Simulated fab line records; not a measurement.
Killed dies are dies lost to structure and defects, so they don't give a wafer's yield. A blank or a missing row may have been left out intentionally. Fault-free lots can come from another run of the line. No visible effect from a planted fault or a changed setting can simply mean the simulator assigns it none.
Matching of chambers | flow n5-finfet | cmp-02 running N5_BEOL_M12_CMP_49: 4 sister chambers
The step polishes, stops on SiOC, t overpolish 20.6 s, target thk 320 nm. 24 wafers are shown with their chamber, then 12 later ones without.

EACH WAFER AND ITS CHAMBER
wafer  | chamber | motor-current-A (A) | overpolish-run-s (s) | barrier-field-endpoint-s (s)
L076.1 | 0       | 7.1                 | 20.595               | 29.6
L076.2 | 3       | 6.0                 | 20.588               | 29.6
L076.4 | 1       | 6.0                 | 20.615               | 30.8
L075.1 | 1       | 6.2                 | 20.598               | 30.4
L075.2 | 3       | 6.1                 | 20.604               | 30.2
L075.3 | 2       | 7.0                 | 20.615               | 30.3
L077.2 | 1       | 5.8                 | 20.594               | 31.1
L077.3 | 0       | 7.1                 | 20.590               | 31.6
L077.5 | 1       | 6.4                 | 20.585               | 31.1
L079.1 | 0       | 6.9                 | 20.596               | 30.6
L079.4 | 1       | 5.9                 | 20.602               | 31.2
L079.6 | 2       | 6.9                 | 20.607               | 30.9
L081.3 | 3       | 6.0                 | 20.591               | 30.4
L081.4 | 2       | 7.0                 | 20.602               | 30.4
L081.5 | 0       | 7.1                 | 20.594               | 30.5
L084.1 | 0       | 7.1                 | 20.602               | 29.5
L084.2 | 1       | 6.0                 | 20.607               | 29.7
L084.6 | 0       | 7.2                 | 20.602               | 30.1
L082.1 | 0       | 7.3                 | 20.602               | 30.3
L082.2 | 2       | 6.9                 | 20.598               | 30.3
L082.6 | 1       | 6.5                 | 20.590               | 30.5
L085.1 | 3       | 6.2                 | 20.589               | 30.1
L085.5 | 3       | 6.1                 | 20.583               | 30.4
L085.6 | 2       | 7.0                 | 20.604               | 29.9

SIGNATURES (averages over the wafers above)
reading                  | chamber 0 | chamber 1 | chamber 2 | chamber 3 | scatter within a chamber
motor-current-A          | 7.114     | 6.114     | 6.960     | 6.080     | 0.164
overpolish-run-s         | 20.59729  | 20.59871  | 20.60520  | 20.59100  | 0.00767
barrier-field-endpoint-s | 30.314    | 30.686    | 30.360    | 30.140    | 0.531
Rule: a wafer lies at a distance from a chamber equal to the root of the sum of squares, over the readings, of (its reading less the chamber's mean, divided by the reading's scatter). If the next closest chamber is less than 2 further off than the closest, the wafer can't be placed; otherwise it belongs to the closest. The scatter: take each reading less its chamber's mean, square it, sum over the shown wafers, divide by the number of wafers less the number of chambers, and take the root.

WAFERS WITHOUT THEIR CHAMBER
wafer  | motor-current-A (A) | overpolish-run-s (s) | barrier-field-endpoint-s (s)
L089.1 | 7.1                 | 20.592               | 30.3
L089.3 | 6.3                 | 20.591               | 30.5
L089.4 | 6.3                 | 20.601               | 30.5
L088.1 | 7.3                 | 20.581               | 30.8
L088.4 | 6.0                 | 20.598               | 30.1
L088.5 | 5.9                 | 20.589               | 30.8
L094.1 | 6.0                 | 20.594               | 29.9
L094.2 | 7.2                 | 20.604               | 29.5
L094.6 | 7.1                 | 20.599               | 30.5
L095.3 | 7.0                 | 20.598               | 30.7
L095.5 | 6.9                 | 20.606               | 30.3
L095.6 | 6.1                 | 20.601               | 30.4

CHAMBER TAKEN BY EACH
wafer  | from the rows above     | in truth
L089.1 | can't be placed: 0 or 2 | 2
L089.3 | can't be placed: 3 or 1 | 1
L089.4 | can't be placed: 1 or 3 | 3
L088.1 | can't be placed: 0 or 2 | 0
L088.4 | can't be placed: 3 or 1 | 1
L088.5 | can't be placed: 3 or 1 | 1
L094.1 | can't be placed: 3 or 1 | 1
L094.2 | can't be placed: 0 or 2 | 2
L094.6 | can't be placed: 0 or 2 | 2
L095.3 | can't be placed: 0 or 2 | 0
L095.5 | can't be placed: 2 or 0 | 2
L095.6 | can't be placed: 1 or 3 | 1
0 of 12 placed correctly. From these rows, 12 cannot be placed; in 12 the true chamber is one of the candidates. Wrongly placed: 0.
